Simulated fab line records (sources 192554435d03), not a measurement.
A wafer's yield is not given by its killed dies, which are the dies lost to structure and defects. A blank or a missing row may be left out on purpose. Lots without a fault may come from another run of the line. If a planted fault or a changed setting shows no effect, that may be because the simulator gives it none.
fab line records	flow n5Finfet
record lots=10	wafers=30	lastDay=17
route steps=1938 shown BEOL_M7@1279 PASSIVATION@1936
lots that met no fault: from a run of the same line without faults
startH: the number of hours between the record's first day and the start of the first shown wafer of the lot	waitH: hours from the lot's prior step to this one	" repeats the value in the row above	L1.1+2: several wafers, shown together as one row	- either no value or no given start	* or withheld: withheld	< > ~ a bound
route shown NAME@n: NAME is a module with steps in the file, n the number in the route of the first one	usual: average and standard deviation across the fault-free wafers	same: alike in all rows	chamber/n: place in a boat	sites: readings site by site	_std_site: the standard deviation of these	_edge_site: outer sites' mean less inner sites'	radiusMm: for every site, how far away it sits from the centre of the wafer	mask NAME#n: copy n	behind: the tool/chamber that last shaped the wafer	hold: cause of the lot's hold/its duration in hours/its outcome	device: names the non-switching transistor (n, p or np)	end of line: the route-end tests of the same wafers	step lacking rows: just its recipe	killed: not the wafer's yield, but the dies lost to structure and defects at the first sort	map: a wafer's dies, marking killed ones x, the rest . and places with no die _
set.NAME: the setting the step ran with; set.NAME@STEP: the setting that earlier step ran with	model.NAME: the simulator's own value behind a step, which no gauge read
a sample of lots followed through the steps of the route, with each step as a table and each wafer as a row
services: from which hour (startH, from the record's first day; less than 0 if before it) a tool's chamber was out of use, for how many hours, and why
## steps
# step N5_BEOL_M7_DESCUM_16
# recipe chemistry=O2	timeS=7.9	sourcePowerW=50	biasPowerW=20	pressureMtorr=20	rfFrequencyHz=2.712e+07	tempC=40	resist=CAR-ArF	o2FlowSccm=225
# usual drypumpMotorCurrentA=5.8/0.38	o2FlowSccm=225.0/0.61	oesProductAu=0.80/0.07	rfFwdPowerW=49.42/0.22	rfVppV=243.2/1.1	showerheadPlenumPTorr=2.10/0.052	throttleValvePct=20.35/0.22
lot.wafer	tool	chamber	startH	waitH	drypumpMotorCurrentA	o2FlowSccm	oesProductAu	rfFwdPowerW	rfHoursCounterH	rfVppV	showerheadPlenumPTorr	throttleValvePct
L382.1	rieDiel-01	0	191.44	0.1	5.6	226.2	0.76	49.05	139	244.1	2.10	20.45
L382.4	"	2	"	"	5.7	224.8	0.84	49.67	59	240.7	2.04	20.12
L382.5	"	1	"	"	5.7	226.0	0.84	49.33	-	244.8	2.13	20.41
L383.2	rieDiel-03	1	200.11	0.0	6.1	224.6	0.73	49.42	159	245.1	2.18	20.41
L383.3	"	2	"	"	5.5	224.6	0.74	49.50	152	243.0	2.09	20.34
L383.6	"	2	"	"	5.4	225.3	0.73	49.52	-	243.4	2.09	20.37
L385.1	rieDiel-03	2	211.89	0.0	5.4	225.0	0.73	49.27	155	243.0	2.09	20.36
L385.3	"	0	"	"	6.2	224.7	0.77	49.47	133	242.4	2.01	20.14
L385.5	"	2	"	"	5.5	224.0	0.74	49.60	-	242.6	2.09	20.37
L386.1	rieDiel-03	0	224.02	0.0	6.2	225.4	0.79	49.46	136	241.6	2.01	20.14
L386.5	"	1	"	"	6.1	225.0	0.74	49.16	-	243.7	2.18	20.41
L386.6	"	0	"	"	6.2	225.0	0.78	49.41	-	240.5	2.01	20.15
L394.2	rieDiel-03	1	267.38	0.0	6.2	224.4	0.73	49.43	180	245.3	2.18	20.44
L394.3	"	3	"	"	6.2	223.6	0.85	49.11	63	243.8	2.13	20.32
L394.6	"	1	"	"	6.2	224.8	0.72	49.40	-	243.5	2.18	20.45
L396.3	rieDiel-01	1	279.31	0.6	5.8	225.1	0.81	49.31	106	242.9	2.12	20.44
L396.5	"	2	"	"	5.7	225.7	0.81	49.59	-	242.3	2.03	20.17
L396.6	"	1	"	"	5.7	224.4	0.80	49.31	-	243.6	2.12	20.44
L395.1	rieDiel-01	2	279.57	0.8	5.7	225.1	0.81	49.85	88	244.4	2.03	20.17
L395.3	"	3	"	"	5.1	225.3	0.92	49.62	29	243.2	2.13	20.12
L395.4	"	1	"	"	5.7	224.5	0.81	49.33	106	244.1	2.12	20.42
L400.3	rieDiel-03	1	319.87	0.3	6.2	225.4	0.70	49.88	205	245.0	2.17	20.47
L400.4	"	3	"	"	6.2	225.6	0.83	49.47	87	244.0	2.12	20.37
L400.6	"	0	"	"	6.2	225.9	0.74	49.28	-	241.2	2.00	20.21
L402.1	rieDiel-01	0	321.91	0.7	5.6	224.2	0.72	49.33	185	242.7	2.09	20.49
L402.2	"	3	"	"	5.2	224.0	0.88	49.50	45	242.9	2.12	20.13
L402.4	"	2	"	"	5.7	223.8	0.79	49.65	105	243.5	2.03	20.19
L403.2	rieDiel-03	1	322.17	0.1	6.2	225.4	0.70	49.31	205	244.7	2.17	20.48
L403.4	"	0	"	"	6.2	225.5	0.74	49.34	175	240.8	2.00	20.19
L403.5	"	1	"	"	6.2	224.9	0.70	49.36	-	244.4	2.17	20.48
# step N5_BEOL_M7_CD_MEAS_18
# recipe pitchNm=80	targetCdNm=40
# usual cdNm=40.0/0.48
lot.wafer	tool	chamber	startH	waitH	cdNm
L382.1	cdSem-02	-	191.98	0.0	40.1
L382.4	"	-	"	"	40.3
L382.5	"	-	"	"	40.0
L383.2	cdSem-02	-	200.57	0.1	40.0
L383.3	"	-	"	"	39.8
L383.6	"	-	"	"	40.0
L385.1	cdSem-01	-	212.35	0.0	39.1
L385.3	"	-	"	"	39.6
L385.5	"	-	"	"	39.6
L386.1	cdSem-01	-	224.58	0.0	40.6
L386.5	"	-	"	"	40.1
L386.6	"	-	"	"	40.5
L394.2	cdSem-02	-	267.84	0.1	40.9
L394.3	"	-	"	"	40.4
L394.6	"	-	"	"	40.9
L396.3	cdSem-01	-	280.25	0.1	39.9
L396.5	"	-	"	"	40.7
L396.6	"	-	"	"	39.9
L395.1	cdSem-03	-	280.30	0.1	39.2
L395.3	"	-	"	"	39.6
L395.4	"	-	"	"	40.0
L400.3	cdSem-01	-	320.34	0.1	39.2
L400.4	"	-	"	"	39.6
L400.6	"	-	"	"	40.1
L402.1	cdSem-01	-	322.47	0.1	39.3
L402.2	"	-	"	"	39.8
L402.4	"	-	"	"	39.7
L403.2	cdSem-02	-	322.63	0.1	39.7
L403.4	"	-	"	"	39.7
L403.5	"	-	"	"	39.1
# step N5_BEOL_M7_ETCH_41
# recipe chemistry=CH3F/O2	target=SiCN	targetDepthA=319	taperDeg=2	timeS=57.8	ionEnergyEv=120	maskMaterial=TiN	pressureMtorr=30	sourceW=395	biasW=75	Ar_flow_sccm=150	CH3F_flow_sccm=30	O2_flow_sccm=20
# usual CH3F_flow_sccm=30.00/0.092	biasW=75.00/0.22	drypumpMotorCurrentA=5.7/0.39	oesProductAu=0.80/0.076	rfFwdPowerW=391.5/1.7	rfVppV=297.3/1.3	showerheadPlenumPTorr=2.00/0.043	throttleValvePct=16.28/0.29
lot.wafer	tool	chamber	startH	waitH	CH3F_flow_sccm	biasW	drypumpMotorCurrentA	oesProductAu	rfFwdPowerW	rfHoursCounterH	rfVppV	showerheadPlenumPTorr	throttleValvePct
L382.1	rieDiel-01	0	194.18	-	29.95	75.33	5.6	0.76	389.6	140	298.7	2.01	16.32
L382.4	"	3	"	"	29.98	75.14	5.1	1.02	391.7	1	299.2	2.05	15.95
L382.5	"	2	"	"	29.96	75.08	5.7	0.85	393.8	-	296.1	1.94	15.99
L383.2	rieDiel-01	2	202.33	-	29.93	75.34	5.7	0.84	389.7	63	294.7	1.94	15.99
L383.3	"	3	"	"	29.93	75.10	5.2	1.00	390.7	4	298.0	2.05	15.97
L383.6	"	1	"	"	29.96	74.83	5.7	0.82	390.7	-	296.7	2.03	16.26
L385.1	rieDiel-03	0	219.60	-	30.13	74.89	6.2	0.78	391.7	135	295.3	1.92	16.09
L385.3	"	3	"	"	30.02	74.55	6.3	0.88	391.0	47	297.9	2.03	16.11
L385.5	"	2	"	"	30.14	74.77	5.4	0.73	390.5	-	298.6	2.00	16.29
L386.1	rieDiel-05	3	225.51	-	30.06	75.05	5.4	0.73	391.5	185	296.5	1.98	16.81
L386.5	"	0	"	"	30.12	75.06	5.7	0.68	390.9	-	297.9	1.97	16.72
L386.6	"	3	"	"	30.05	74.56	5.4	0.74	391.5	-	299.1	1.98	16.80
L394.2	rieDiel-01	3	268.61	-	29.94	74.96	5.1	0.93	390.6	24	300.9	2.04	16.00
L394.3	"	2	"	"	29.85	75.19	5.7	0.81	393.0	83	295.8	1.93	16.01
L394.6	"	0	"	"	29.83	64.57	5.6	0.72	389.5	-	271.0	2.00	16.37
L396.3	rieDiel-03	1	281.67	-	30.17	75.01	6.1	0.71	390.3	188	299.0	2.08	16.36
L396.5	"	1	"	"	30.05	74.92	6.1	0.72	391.3	-	299.6	2.08	16.35
L396.6	"	0	"	"	30.00	75.12	6.2	0.76	392.9	-	295.3	1.92	16.12
L395.1	rieDiel-01	3	285.06	-	29.99	75.19	5.1	0.91	394.4	32	298.5	2.04	16.01
L395.3	"	0	"	"	29.92	64.47	5.6	0.71	389.4	172	270.7	2.00	16.39
L395.4	"	2	"	"	30.05	74.97	5.7	0.80	393.8	90	294.9	1.93	16.04
L400.3	rieDiel-05	1	322.40	-	29.97	74.71	6.2	0.77	390.5	127	296.6	2.01	16.63
L400.4	"	3	"	"	30.06	74.99	5.4	0.71	394.2	203	296.0	1.98	16.84
L400.6	"	3	"	"	29.98	75.09	5.4	0.72	391.9	-	296.7	1.98	16.83
L402.1	rieDiel-05	1	325.12	-	30.12	74.99	6.2	0.76	390.1	128	296.8	2.01	16.64
L402.2	"	2	"	"	30.07	74.77	5.0	0.84	393.4	56	299.9	2.04	15.82
L402.4	"	3	"	"	30.00	74.91	5.5	0.72	391.6	203	297.8	1.98	16.84
L403.2	rieDiel-03	1	325.27	-	29.95	75.47	6.1	0.70	391.4	206	297.1	2.07	16.40
L403.4	"	2	"	"	29.99	74.94	5.4	0.72	392.2	183	297.0	1.99	16.34
L403.5	"	3	"	"	30.09	74.82	6.2	0.83	393.2	-	298.5	2.02	16.20
# step N5_BEOL_M7_STRIP_80
# recipe chemistry=N2/H2	timeS=10	powerW=450	tempC=40	pressureMtorr=20	rfFrequencyHz=6e+07	biasPowerW=7	n2FlowSccm=200	h2FlowSccm=200
# usual drypumpMotorCurrentA=5.7/0.39	oesProductAu=0.80/0.075	rfVppV=59.1/0.82	showerheadPlenumPTorr=2.54/0.055	throttleValvePct=23.5/0.35
lot.wafer	tool	chamber	startH	waitH	drypumpMotorCurrentA	oesProductAu	rfHoursCounterH	rfVppV	showerheadPlenumPTorr	throttleValvePct
L382.1	rieDiel-01	0	-	-	5.6	0.77	140	58.6	2.55	23.7
L382.4	"	3	"	"	5.2	1.00	1	59.1	2.61	23.3
L382.5	"	2	"	"	5.7	0.84	-	57.6	2.46	23.1
L383.2	rieDiel-01	2	-	-	5.7	0.83	63	58.9	2.46	23.1
L383.3	"	3	"	"	5.1	0.99	4	58.5	2.61	23.3
L383.6	"	1	"	"	5.8	0.84	-	59.2	2.57	23.6
L385.1	rieDiel-03	0	-	-	6.2	0.78	135	58.4	2.44	23.2
L385.3	"	3	"	"	6.2	0.88	47	60.7	2.59	23.4
L385.5	"	2	"	"	5.5	0.73	-	58.3	2.54	23.8
L386.1	rieDiel-05	3	-	-	5.4	0.74	185	59.1	2.52	23.9
L386.5	"	0	"	"	5.7	0.69	-	59.7	2.50	23.9
L386.6	"	3	"	"	5.4	0.73	-	59.0	2.52	23.9
L394.2	rieDiel-01	3	-	-	5.2	0.93	24	59.0	2.60	23.3
L394.3	"	2	"	"	5.7	0.81	83	58.7	2.46	23.1
L394.6	"	0	"	"	5.6	0.74	-	58.6	2.54	23.8
L396.3	rieDiel-03	1	-	-	6.2	0.71	188	59.2	2.64	23.8
L396.5	"	1	"	"	6.2	0.71	-	60.3	2.64	23.8
L396.6	"	0	"	"	6.2	0.75	-	59.2	2.43	23.3
L395.1	rieDiel-01	3	-	-	5.2	0.91	32	59.1	2.59	23.4
L395.3	"	0	"	"	5.6	0.73	172	59.0	2.54	23.8
L395.4	"	2	"	"	5.7	0.80	90	60.2	2.45	23.1
L400.3	rieDiel-05	1	-	-	6.3	0.77	127	60.0	2.54	24.1
L400.4	"	3	"	"	5.5	0.72	203	59.5	2.51	23.9
L400.6	"	3	"	"	5.4	0.72	-	58.4	2.51	23.9
L402.1	rieDiel-05	1	-	-	6.2	0.77	128	58.1	2.54	24.1
L402.2	"	2	"	"	5.0	0.85	56	59.4	2.57	22.9
L402.4	"	3	"	"	5.4	0.71	204	58.9	2.51	23.9
L403.2	rieDiel-03	1	-	-	6.2	0.70	206	58.7	2.63	23.8
L403.4	"	2	"	"	5.4	0.71	183	58.9	2.53	23.8
L403.5	"	3	"	"	6.2	0.82	-	58.8	2.57	23.5
# step N5_PASSIVATION_PROBE_49
# usual defectLimitedYield=91.3/1.3	killed_at_M0_to_M3=33/8.9	killed_at_M4_up=15/5.4	killedAtContacts=13/5.8	killedAtFrontEnd=39/9.9	killedAtOther=3.2/2.9	killedDies=102/15	killedOnRim=13/3.7	killedOpen=68/12	killedShort=34/7.6	sort_bin_4_leakage=0.00/0.007	sort_bin_5_function=5.1/0.89	sort_bin_6_memory=3.2/0.63	sortNPass=1078/15	sortYieldPct=91.3/1.3
# same grossDies=1180	killedAtBackSide=0	sort_bin_8_speed[%]=0
lot.wafer	tool	chamber	startH	waitH	defectLimitedYield[%]	killed_at_M0_to_M3	killed_at_M4_up	killedAtContacts	killedAtFrontEnd	killedAtOther	killedDies	killedOnRim	killedOpen	killedShort	sort_bin_4_leakage[%]	sort_bin_5_function[%]	sort_bin_6_memory[%]	sortNPass	sortYieldPct[%]
L382.1	prober-01	-	266.59	0.0	91.6	45	12	20	18	4	99	11	55	43	0	4.5	3.6	1081	91.6
L382.4	prober-01	-	266.74	0.2	93.1	25	14	14	28	1	82	6	55	26	0	4.5	2.4	1098	93.1
L382.5	prober-01	-	266.79	0.2	93.6	26	16	10	22	2	76	10	59	16	0	4.1	2.3	1104	93.6
L385.1	prober-02	-	294.38	0.0	93.8	19	12	13	29	0	73	10	48	25	0	3.0	2.9	1107	93.8
L385.3	prober-02	-	294.48	0.1	91.4	37	12	12	40	1	102	14	67	35	0	4.9	3.4	1078	91.4
L385.5	prober-02	-	294.58	0.2	90.7	33	22	7	47	1	110	14	68	42	0	5.7	3.0	1070	90.7
L394.2	prober-02	-	345.31	0.1	90.3	40	14	8	51	2	115	17	74	40	0	5.9	3.6	1065	90.3
L394.3	prober-02	-	345.36	0.1	90.7	21	13	18	57	1	110	11	72	38	0	5.4	3.6	1070	90.7
L394.6	prober-02	-	345.51	0.3	89.0	32	13	14	66	5	130	10	81	48	0	7.4	3.6	1050	89.0
L395.1	prober-02	-	357.20	0.0	90.3	36	15	10	44	10	115	14	78	37	0	4.6	4.9	1065	90.3
L395.3	prober-02	-	357.30	0.1	91.6	26	28	7	32	6	99	19	61	38	0	4.7	3.4	1081	91.6
L395.4	prober-02	-	357.35	0.2	91.3	33	19	15	29	7	103	8	63	39	0	4.7	3.3	1077	91.3
L396.5	prober-02	-	360.41	0.2	91.0	26	22	15	43	0	106	12	69	37	0	4.7	3.8	1074	91.0
L400.3	prober-01	-	402.58	0.1	92.1	15	12	21	41	4	93	14	59	33	0	4.8	2.6	1087	92.1
L400.4	prober-01	-	402.63	0.2	90.3	41	12	16	41	5	115	14	77	37	0	5.9	3.3	1065	90.3
L400.6	prober-01	-	402.73	0.3	91.4	27	11	22	37	4	101	15	78	21	0	4.8	3.4	1079	91.4
# killed by level:class
L382.1 BEOL_M0_SAQP:geometricParticle:short=14 MOL_CONTACT_COAG:geometricParticle:open=13 BEOL_M2:geometricParticle:open=12 BEOL_M0_SAQP:geometricParticle:open=10 MOL_CONTACT_COAG:geometricParticle:short=7 BEOL_M4:geometricParticle:short=4 ILD0:geometricParticle:short=3 BEOL_M3:geometricParticle:short=3
L382.4 BEOL_M0_SAQP:geometricParticle:short=10 MOL_CONTACT_COAG:geometricParticle:open=9 BEOL_M0_SAQP:geometricParticle:open=6 BEOL_M3:geometricParticle:open=6 BEOL_M4:geometricParticle:open=6 MOL_CONTACT_COAG:geometricParticle:short=5 STARTING-WAFER:geometricParticle:open=5 FIN_SAQP:geometricParticle:open=4
L382.5 FIN_SAQP:geometricParticle:open=9 BEOL_M2:geometricParticle:open=9 MOL_CONTACT_COAG:geometricParticle:open=7 BEOL_M3:geometricParticle:open=6 BEOL_M4:geometricParticle:open=6 DUMMY_GATE:geometricParticle:open=5 BEOL_M0_SAQP:geometricParticle:short=4 FIN_SAQP:geometricParticle:short=3
L385.1 MOL_CONTACT_COAG:geometricParticle:open=11 FIN_SAQP:geometricParticle:short=5 BEOL_M0_SAQP:geometricParticle:open=5 BEOL_M0_SAQP:geometricParticle:short=5 STARTING-WAFER:geometricParticle:open=5 FIN_SAQP:geometricParticle:open=4 STI_FIN_REVEAL:geometricParticle:open=4 BEOL_M2:geometricParticle:open=4
L385.3 BEOL_M0_SAQP:geometricParticle:short=17 BEOL_M0_SAQP:geometricParticle:open=12 MOL_CONTACT_COAG:geometricParticle:open=10 STI_FIN_REVEAL:geometricParticle:open=9 FIN_SAQP:geometricParticle:short=6 FIN_SAQP:geometricParticle:open=5 ILD0:geometricParticle:open=4 BEOL_M2:geometricParticle:open=4
L385.5 FIN_SAQP:geometricParticle:open=13 FIN_SAQP:geometricParticle:short=12 BEOL_M4:geometricParticle:open=12 BEOL_M0_SAQP:geometricParticle:open=10 BEOL_M2:geometricParticle:open=10 BEOL_M0_SAQP:geometricParticle:short=9 STI_FIN_REVEAL:geometricParticle:open=5 MOL_CONTACT_COAG:geometricParticle:open=5
L394.2 FIN_SAQP:geometricParticle:short=16 STI_FIN_REVEAL:geometricParticle:open=13 BEOL_M0_SAQP:geometricParticle:open=11 FIN_SAQP:geometricParticle:open=8 BEOL_M1:geometricParticle:open=8 BEOL_M3:geometricParticle:open=8 BEOL_M4:geometricParticle:open=8 MOL_CONTACT_COAG:geometricParticle:open=7
L394.3 FIN_SAQP:geometricParticle:open=19 FIN_SAQP:geometricParticle:short=18 MOL_CONTACT_COAG:geometricParticle:open=17 BEOL_M2:geometricParticle:open=7 GATE_CUT:geometricParticle:short=7 BEOL_M0_SAQP:geometricParticle:open=5 GATE_CUT:geometricParticle:open=4 BEOL_M4:geometricParticle:open=4
L394.6 FIN_SAQP:geometricParticle:short=21 FIN_SAQP:geometricParticle:open=16 MOL_CONTACT_COAG:geometricParticle:open=12 BEOL_M1:geometricParticle:open=10 STI_FIN_REVEAL:geometricParticle:open=9 GATE_CUT:geometricParticle:short=8 BEOL_M2:geometricParticle:open=6 BEOL_M0_SAQP:geometricParticle:open=6
L395.1 FIN_SAQP:geometricParticle:open=17 FIN_SAQP:geometricParticle:short=10 MOL_CONTACT_COAG:geometricParticle:open=9 BEOL_M4:geometricParticle:open=9 BEOL_M1:geometricParticle:open=8 BEOL_M2:geometricParticle:open=8 BEOL_M0_SAQP:geometricParticle:short=6 MIM_TOP_ETCH:geometricParticle:open=6
L395.3 BEOL_M4:geometricParticle:open=14 FIN_SAQP:geometricParticle:short=8 MOL_CONTACT_COAG:geometricParticle:open=7 BEOL_M0_SAQP:geometricParticle:open=6 FIN_SAQP:geometricParticle:open=5 DUMMY_GATE:geometricParticle:short=5 BEOL_M7:geometricParticle:open=5 STARTING-WAFER:geometricParticle:short=5
L395.4 MOL_CONTACT_COAG:geometricParticle:open=11 BEOL_M0_SAQP:geometricParticle:open=11 BEOL_M1:geometricParticle:open=8 BEOL_M4:geometricParticle:open=8 FIN_SAQP:geometricParticle:open=6 FIN_SAQP:geometricParticle:short=6 BEOL_M0_SAQP:geometricParticle:short=6 GATE_CUT:geometricParticle:short=6
L396.5 MOL_CONTACT_COAG:geometricParticle:open=13 FIN_SAQP:geometricParticle:open=8 BEOL_M5:geometricParticle:open=8 FIN_SAQP:geometricParticle:short=7 STI_FIN_REVEAL:geometricParticle:open=7 BEOL_M0_SAQP:geometricParticle:short=7 BEOL_M3:geometricParticle:open=7 GATE_CUT:geometricParticle:short=4
L400.3 MOL_CONTACT_COAG:geometricParticle:open=18 FIN_SAQP:geometricParticle:open=13 FIN_SAQP:geometricParticle:short=6 STI_FIN_REVEAL:geometricParticle:open=6 BEOL_M4:geometricParticle:open=6 BEOL_M2:geometricParticle:open=4 BEOL_M4:geometricParticle:short=4 GATE_CUT:geometricParticle:short=3
L400.4 MOL_CONTACT_COAG:geometricParticle:open=15 BEOL_M2:geometricParticle:open=13 BEOL_M0_SAQP:geometricParticle:short=10 FIN_SAQP:geometricParticle:open=8 STI_FIN_REVEAL:geometricParticle:open=8 FIN_SAQP:geometricParticle:short=7 DUMMY_GATE:geometricParticle:open=7 BEOL_M0_SAQP:geometricParticle:open=7
L400.6 MOL_CONTACT_COAG:geometricParticle:open=22 FIN_SAQP:geometricParticle:open=11 BEOL_M4:geometricParticle:open=7 STI_FIN_REVEAL:geometricParticle:open=6 BEOL_M0_SAQP:geometricParticle:open=6 STARTING-WAFER:geometricParticle:open=5 BEOL_M0:geometricParticle:open=4 BEOL_M3:geometricParticle:open=4
## services
tool	chamber	startH	hours	kind
rieDiel-01	3	177.08	-	clean
rieDiel-01	3	177.08	-	consumableReplace:focusRing
rieDiel-01	3	177.08	12.5	scheduledDown
rieDiel-01	3	177.08	12.5	ventCycle
rieDiel-01	-	232.90	2.8	pm
rieDiel-03	2	248.66	32.5	repair
rieDiel-05	-	255.94	4.4	repair
rieDiel-03	3	261.12	1.6	repair
rieDiel-05	0	261.54	-	clean
rieDiel-05	0	261.54	-	consumableReplace:focusRing
rieDiel-05	0	261.54	20.1	scheduledDown
rieDiel-05	0	261.54	20.1	ventCycle
rieDiel-05	-	265.35	34.4	repair
## key
firstSign step=N5_BEOL_M7_ETCH_41	reading=biasW	direction=down	sigmas=48	usual=*	struck=*
effect step=N5_BEOL_M7_ETCH_41	reading=rfVppV	direction=down	sigmas=21	usual=297.3	struck=270.8
metAt N5_BEOL_M7_ETCH_41
struckLots L394,L395
struckWafers L394.6,L395.3
notActingAt N5_BEOL_M7_DESCUM_16,N5_BEOL_M7_CD_MEAS_18,N5_BEOL_M7_STRIP_80
onsetBetween 194.18 268.61
fault kind=processParameterDrift	tool=rieDiel-01	chamber=0	onsetH=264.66	steps=N5_BEOL_M7_ETCH_41	channel=biasW	offset=*	shape=step	endH=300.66	actsIn=*	stated=*
